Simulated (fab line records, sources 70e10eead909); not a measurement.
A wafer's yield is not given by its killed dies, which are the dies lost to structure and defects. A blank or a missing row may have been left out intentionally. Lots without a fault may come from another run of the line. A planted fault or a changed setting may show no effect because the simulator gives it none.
The tool behind it: which one? :: flow nand_harc :: 42 wafers from 14 lots sampled at 4 of the route's 1159 steps

WHAT EACH GAUGE READ, for each wafer
NHARC_P_M2_THK_MEAS_24: measures by xrf. Usual: 144.4 nm for thk_nm, sd 1.2.
lot: L398
measured: day 6 07:05
on: film_metro-02
thk_nm (nm): 144.9 144.9 144.0
flag: 

lot: L399
measured: day 6 17:50
on: film_metro-01
thk_nm (nm): 143.4 145.1 144.9
flag: 

lot: L401
measured: day 7 03:44
on: film_metro-01
thk_nm (nm): 145.1 143.2 142.2
flag: 

lot: L403
measured: day 7 11:28
on: film_metro-01
thk_nm (nm): 144.8 144.6 143.3
flag: 

lot: L404
measured: day 8 01:08
on: film_metro-02
thk_nm (nm): 143.5 143.4 142.8
flag: 

lot: L406
measured: day 8 14:21
on: film_metro-01
thk_nm (nm): 143.7 143.7 145.5
flag: 

lot: L408
measured: day 9 07:10
on: film_metro-01
thk_nm (nm): 143.4 143.3 144.2
flag: 

lot: L411
measured: day 9 18:14
on: film_metro-01
thk_nm (nm): 145.7 146.6 144.9
flag: 

lot: L414
measured: day 10 06:37
on: film_metro-01
thk_nm (nm): 145.8 144.6 144.7
flag: 

lot: L416
measured: day 10 16:08
on: film_metro-02
thk_nm (nm): 143.8 146.4 146.4
flag: 

lot: L418
measured: day 11 09:13
on: film_metro-01
thk_nm (nm): 143.8 144.9 144.7
flag: 

lot: L419
measured: day 11 13:38
on: film_metro-02
thk_nm (nm): 143.1 144.3 143.4
flag: 

lot: L421
measured: day 11 14:31
on: film_metro-01
thk_nm (nm): 144.2 145.0 145.3
flag: 

lot: L420
measured: day 11 15:07
on: film_metro-02
thk_nm (nm): 145.1 143.7 143.2
flag: 

WHICH TOOL RAN EACH LOT (tool, then ch and the chambers of the sampled wafers, then the start)
lot: L398
NHARC_P_M2_ETCH_15: rie_diel-05 ch 1,2, day 6 06:07 or earlier
NHARC_P_M2_ECD_22: ecd_cu-02 ch 0,1, day 6 06:07
NHARC_P_M2_CMP_23: cmp-01 ch 0,3, day 6 06:49

lot: L399
NHARC_P_M2_ETCH_15: rie_diel-05 ch 1,2,3, day 6 16:47 or earlier
NHARC_P_M2_ECD_22: ecd_cu-01 ch 0,1, day 6 16:47
NHARC_P_M2_CMP_23: cmp-04 ch 1,2,3, day 6 17:32

lot: L401
NHARC_P_M2_ETCH_15: rie_diel-04 ch 0,1,3, day 7 02:43 or earlier
NHARC_P_M2_ECD_22: ecd_cu-01 ch 0,1, day 7 02:43
NHARC_P_M2_CMP_23: cmp-02 ch 1,2, day 7 03:25

lot: L403
NHARC_P_M2_ETCH_15: rie_diel-13 ch 0,1,2, day 7 10:26 or earlier
NHARC_P_M2_ECD_22: ecd_cu-01 ch 0,1, day 7 10:26
NHARC_P_M2_CMP_23: cmp-04 ch 1,2,3, day 7 11:11

lot: L404
NHARC_P_M2_ETCH_15: rie_diel-04 ch 0,3, day 8 00:06 or earlier
NHARC_P_M2_ECD_22: ecd_cu-01 ch 1, day 8 00:06
NHARC_P_M2_CMP_23: cmp-02 ch 0,2,3, day 8 00:53

lot: L406
NHARC_P_M2_ETCH_15: rie_diel-13 ch 0,2,3, day 8 13:25 or earlier
NHARC_P_M2_ECD_22: ecd_cu-01 ch 0,1, day 8 13:25
NHARC_P_M2_CMP_23: cmp-04 ch 2,3, day 8 14:02

lot: L408
NHARC_P_M2_ETCH_15: rie_diel-04 ch 1,2, day 9 06:11 or earlier
NHARC_P_M2_ECD_22: ecd_cu-02 ch 0,1, day 9 06:11
NHARC_P_M2_CMP_23: cmp-02 ch 1,2,3, day 9 06:55

lot: L411
NHARC_P_M2_ETCH_15: rie_diel-04 ch 0,1,2, day 9 17:19 or earlier
NHARC_P_M2_ECD_22: ecd_cu-02 ch 0,1, day 9 17:19
NHARC_P_M2_CMP_23: cmp-02 ch 1,2,3, day 9 17:56

lot: L414
NHARC_P_M2_ETCH_15: rie_diel-04 ch 2,3, day 10 05:35 or earlier
NHARC_P_M2_ECD_22: ecd_cu-02 ch 0,1, day 10 05:35
NHARC_P_M2_CMP_23: cmp-02 ch 0,2, day 10 06:18

lot: L416
NHARC_P_M2_ETCH_15: rie_diel-04 ch 0,1,2, day 10 15:07 or earlier
NHARC_P_M2_ECD_22: ecd_cu-02 ch 0,1, day 10 15:07
NHARC_P_M2_CMP_23: cmp-04 ch 1,2,3, day 10 15:50

lot: L418
NHARC_P_M2_ETCH_15: rie_diel-04 ch 0,3, day 11 08:11 or earlier
NHARC_P_M2_ECD_22: ecd_cu-01 ch 0,1, day 11 08:11
NHARC_P_M2_CMP_23: cmp-02 ch 1,2,3, day 11 08:57

lot: L419
NHARC_P_M2_ETCH_15: rie_diel-04 ch 0,1,2, day 11 12:36 or earlier
NHARC_P_M2_ECD_22: ecd_cu-01 ch 0,1, day 11 12:36
NHARC_P_M2_CMP_23: cmp-02 ch 0,1,2, day 11 13:19

lot: L421
NHARC_P_M2_ETCH_15: rie_diel-04 ch 0,1,3, day 11 13:34 or earlier
NHARC_P_M2_ECD_22: ecd_cu-01 ch 0,1, day 11 13:34
NHARC_P_M2_CMP_23: cmp-01 ch 0,2, day 11 14:12

lot: L420
NHARC_P_M2_ETCH_15: rie_diel-04 ch 0,3, day 11 14:02 or earlier
NHARC_P_M2_ECD_22: ecd_cu-01 ch 0,1, day 11 14:02
NHARC_P_M2_CMP_23: cmp-02 ch 2,3, day 11 14:47
- NHARC_P_M2_ETCH_15: etches the open film in C4F8/Ar, target depth 182.5 nm, time 91.2 s.
- NHARC_P_M2_ECD_22: material Cu, target thk 400 nm.
- NHARC_P_M2_CMP_23: polishes, t overpolish 20 s, target thk 144.3 nm.

AS READ BY THE TOOLS THEMSELVES (means over the sampled wafers that have a number; for cases with no such wafer, the mark the record gives instead)
NHARC_P_M2_ETCH_15. Usual: oes_product_au 0.944 a.u., standard deviation 0.022; rf_fwd_power_W 596.2 W, standard deviation 1.8; rf_vpp_V 441.0 V, standard deviation 1.7.
lot: L398
tool: rie_diel-05
oes_product_au (a.u.): 0.928
rf_fwd_power_W (W): 597.7
rf_vpp_V (V): 439.5
flag: 

lot: L399
tool: rie_diel-05
oes_product_au (a.u.): 0.921
rf_fwd_power_W (W): 595.4
rf_vpp_V (V): 440.3
flag: 

lot: L401
tool: rie_diel-04
oes_product_au (a.u.): 0.925
rf_fwd_power_W (W): 595.5
rf_vpp_V (V): 441.2
flag: 

lot: L403
tool: rie_diel-13
oes_product_au (a.u.): 0.948
rf_fwd_power_W (W): 594.8
rf_vpp_V (V): 439.2
flag: 

lot: L404
tool: rie_diel-04
oes_product_au (a.u.): 0.967
rf_fwd_power_W (W): 596.7
rf_vpp_V (V): 442.1
flag: 

lot: L406
tool: rie_diel-13
oes_product_au (a.u.): 0.918
rf_fwd_power_W (W): 595.3
rf_vpp_V (V): 438.4
flag: 

lot: L408
tool: rie_diel-04
oes_product_au (a.u.): 0.954
rf_fwd_power_W (W): 596.2
rf_vpp_V (V): 441.6
flag: 

lot: L411
tool: rie_diel-04
oes_product_au (a.u.): 0.971
rf_fwd_power_W (W): 595.4
rf_vpp_V (V): 441.4
flag: 

lot: L414
tool: rie_diel-04
oes_product_au (a.u.): 0.926
rf_fwd_power_W (W): 599.5
rf_vpp_V (V): 443.8
flag: 

lot: L416
tool: rie_diel-04
oes_product_au (a.u.): 0.958
rf_fwd_power_W (W): 594.3
rf_vpp_V (V): 441.1
flag: 

lot: L418
tool: rie_diel-04
oes_product_au (a.u.): 0.923
rf_fwd_power_W (W): 596.7
rf_vpp_V (V): 441.3
flag: 

lot: L419
tool: rie_diel-04
oes_product_au (a.u.): 0.925
rf_fwd_power_W (W): 594.7
rf_vpp_V (V): 441.7
flag: 

lot: L421
tool: rie_diel-04
oes_product_au (a.u.): 0.919
rf_fwd_power_W (W): 598.6
rf_vpp_V (V): 440.1
flag: 

lot: L420
tool: rie_diel-04
oes_product_au (a.u.): 0.949
rf_fwd_power_W (W): 595.8
rf_vpp_V (V): 441.5
flag: 

NHARC_P_M2_CMP_23. Usual: motor_current_A 12.2 A, standard deviation 0.97; slurry_flow_ml_min 150.0, standard deviation 0.46; time_to_endpoint_s 28.2 s, standard deviation 1.9.
lot: L398
tool: cmp-01
motor_current_A (A): 12.3
slurry_flow_ml_min: 150.1
time_to_endpoint_s (s): 26.6
flag: 

lot: L399
tool: cmp-04
motor_current_A (A): 12.0
slurry_flow_ml_min: 150.2
time_to_endpoint_s (s): 28.1
flag: 

lot: L401
tool: cmp-02
motor_current_A (A): 11.6
slurry_flow_ml_min: 149.7
time_to_endpoint_s (s): 31.5
flag: 

lot: L403
tool: cmp-04
motor_current_A (A): 12.3
slurry_flow_ml_min: 150.1
time_to_endpoint_s (s): 27.6
flag: 

lot: L404
tool: cmp-02
motor_current_A (A): 12.4
slurry_flow_ml_min: 149.9
time_to_endpoint_s (s): 28.2
flag: 

lot: L406
tool: cmp-04
motor_current_A (A): 12.5
slurry_flow_ml_min: 149.7
time_to_endpoint_s (s): 25.0
flag: 

lot: L408
tool: cmp-02
motor_current_A (A): 11.8
slurry_flow_ml_min: 149.4
time_to_endpoint_s (s): 25.8
flag: 

lot: L411
tool: cmp-02
motor_current_A (A): 12.4
slurry_flow_ml_min: 149.5
time_to_endpoint_s (s): 28.8
flag: 

lot: L414
tool: cmp-02
motor_current_A (A): 12.3
slurry_flow_ml_min: 149.8
time_to_endpoint_s (s): 26.7
flag: 

lot: L416
tool: cmp-04
motor_current_A (A): 12.3
slurry_flow_ml_min: 150.2
time_to_endpoint_s (s): 23.6
flag: 

lot: L418
tool: cmp-02
motor_current_A (A): 12.0
slurry_flow_ml_min: 150.1
time_to_endpoint_s (s): 29.4
flag: 

lot: L419
tool: cmp-02
motor_current_A (A): 12.1
slurry_flow_ml_min: 150.0
time_to_endpoint_s (s): 28.9
flag: 

lot: L421
tool: cmp-01
motor_current_A (A): 12.6
slurry_flow_ml_min: 150.0
time_to_endpoint_s (s): 29.2
flag: 

lot: L420
tool: cmp-02
motor_current_A (A): 12.7
slurry_flow_ml_min: 149.9
time_to_endpoint_s (s): 30.6
flag: 

THE ANSWER, worked out from the rows above alone
Rule: lot off if the mean of its wafers having a number is beyond 3 standard deviations from the usual mean. Also off: a lot with no number at a reading for which 4 or more lots have one. Where the step has rows for the other lots, those lots are counted as sound. Order of review: gauges by route order, followed by the tools' own readings, for which a lot's mean as printed above is used. The first step at which some lot is off is used, and at that step the reading that is off furthest; a lot without a number counts as furthest.
Across all readings shown, no lot is off: no conclusion can be drawn from this.

WHAT WAS PUT IN BY THE SIMULATOR
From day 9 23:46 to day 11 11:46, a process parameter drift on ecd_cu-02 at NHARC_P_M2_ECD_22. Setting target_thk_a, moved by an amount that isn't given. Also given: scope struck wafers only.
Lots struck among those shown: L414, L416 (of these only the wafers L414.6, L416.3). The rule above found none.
